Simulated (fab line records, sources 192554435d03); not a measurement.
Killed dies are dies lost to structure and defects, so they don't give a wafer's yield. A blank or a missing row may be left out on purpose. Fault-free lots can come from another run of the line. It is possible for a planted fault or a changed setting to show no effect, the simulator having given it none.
Matching of chambers + flow n5_finfet + N5_MOL_CONTACT_COAG_ALD_27 on ald_sin-01: 4 sister chambers
The step deposits SiOC, target thk 17 nm, pulse time 1.5 s, time 2720 s. 4 wafers are shown with their chamber, then 10 later ones without.

EACH WAFER AND ITS CHAMBER
| wafer  | chamber | heater_power_w (W) |
|--------|---------|--------------------|
| L091.1 | 1       | 1015               |
| L091.2 | 3       | 740                |
| L091.3 | 2       | 923                |
| L091.5 | 0       | 797                |

WAFERS WITH NO CHAMBER GIVEN
| wafer  | heater_power_w (W) |
|--------|--------------------|
| L091.6 | 764                |
| L093.1 | 803                |
| L093.5 | 923                |
| L093.6 | 760                |
| L095.1 | 773                |
| L095.2 | 1005               |
| L095.4 | 739                |
| L096.4 | 1027               |
| L096.5 | 749                |
| L096.6 | 922                |

CHAMBER TAKEN BY EACH
| wafer  | from the rows above     | in truth |
|--------|-------------------------|----------|
| L091.6 | can't be placed: 3 or 0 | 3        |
| L093.1 | 0                       | 0        |
| L093.5 | 2                       | 2        |
| L093.6 | can't be placed: 3 or 0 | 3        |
| L095.1 | can't be placed: 0 or 3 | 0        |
| L095.2 | 1                       | 1        |
| L095.4 | 3                       | 3        |
| L096.4 | 1                       | 1        |
| L096.5 | 3                       | 3        |
| L096.6 | 2                       | 2        |
Correctly placed: 7 of 10. Unplaceable from these rows: 3, with the true chamber sitting among the candidates in 3. 0 placed wrongly.
How it was worked out, from the rows above alone: a wafer's distance from a chamber is the root of the sum, over the readings, of the square of ((its reading less the chamber's mean) divided by the reading's scatter). If the next closest chamber is less than 2 further off than the closest, the wafer can't be placed; otherwise it belongs to the closest. The mean given for a chamber averages the wafers shown for that chamber. The scatter (one wafer shown for each chamber): square how far every hidden wafer sits from the nearest shown wafer, average those squares and take the square root.
